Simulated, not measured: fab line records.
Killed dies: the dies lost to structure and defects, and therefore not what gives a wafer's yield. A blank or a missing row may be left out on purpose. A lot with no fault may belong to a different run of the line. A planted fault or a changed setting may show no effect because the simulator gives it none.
One fault seen from 2 desks / flow n5_finfet / every desk sees just its own numbers, and what lay behind them comes last

== THE METROLOGY DESK ==
Means of the sampled wafers that have a number, per lot and without regard to the tool the lot ran on: this is what the gauges read. A lot is out of limits, marked OUT, if its mean lies more than 4 standard deviations from the usual mean; the brackets give that distance.
Columns: A = cd_nm at N5_BEOL_M14_CD_MEAS_10, usual 250.1 nm
lot=L539; first seen here=day 11 02:47; A=250.6
lot=L538; first seen here=day 11 11:46; A=250.1
lot=L543; first seen here=day 12 05:54; A=248.8
lot=L547; first seen here=day 12 19:47; A=249.8
lot=L545; first seen here=day 12 21:09; A=250.1
lot=L550; first seen here=day 14 03:58; A=251.0
lot=L552; first seen here=day 14 11:53; A=248.9
lot=L557; first seen here=day 15 11:00; A=251.8
lot=L558; first seen here=day 15 21:28; A=249.5
lot=L559; first seen here=day 16 08:29; A=248.8
lot=L560; first seen here=day 16 11:21; A=250.9
lot=L561; first seen here=day 16 13:57; A=250.0
This desk found nothing out of limits on any of the 12 lots.

== TOOL OWNER'S DESK, litho_track-04 ==
The tool's own readings at N5_BEOL_M14_COAT_58 (time 60 s, resist thk 89 nm): means of the sampled wafers that have a number, for each lot that ran on this tool. A lot is out of limits, marked OUT, if its mean lies more than 4 standard deviations from the usual mean; the brackets give that distance.
Columns: A = spin_speed_rpm at N5_BEOL_M14_COAT_58, usual 1499.7 rpm
lot=L539; first seen here=day 11 02:31; A=1499.9
lot=L538; first seen here=day 11 11:29; A=1498.4
lot=L547; first seen here=day 12 19:23; A=1781.2 (+99 or more) OUT
lot=L545; first seen here=day 12 20:45; A=1782.4 (+99 or more) OUT
lot=L561; first seen here=day 16 13:40; A=1498.5
This desk's finding: out of limits on L545, L547; first on L547, day 12 19:23 (spin_speed_rpm at N5_BEOL_M14_COAT_58). L539, L538, L561: within limits.

== PUT TOGETHER ==
On L545, L547, at day 12 19:23, an alarm was possible from the tool owner's desk.
Nothing out of limits was seen by the metrology desk.
The metrology desk holds a record of L545, L547, inside its limits.
The lots listed all ran N5_BEOL_M14_COAT_58 on litho_track-04.

== WHAT WAS PUT IN BY THE SIMULATOR ==
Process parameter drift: litho_track-04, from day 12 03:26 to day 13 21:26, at N5_BEOL_M14_COAT_58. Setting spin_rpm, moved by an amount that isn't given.
Lots struck among those shown: L545, L547.
Hours from the fault's start to each desk's first reading out of limits: the tool owner's desk, 16.
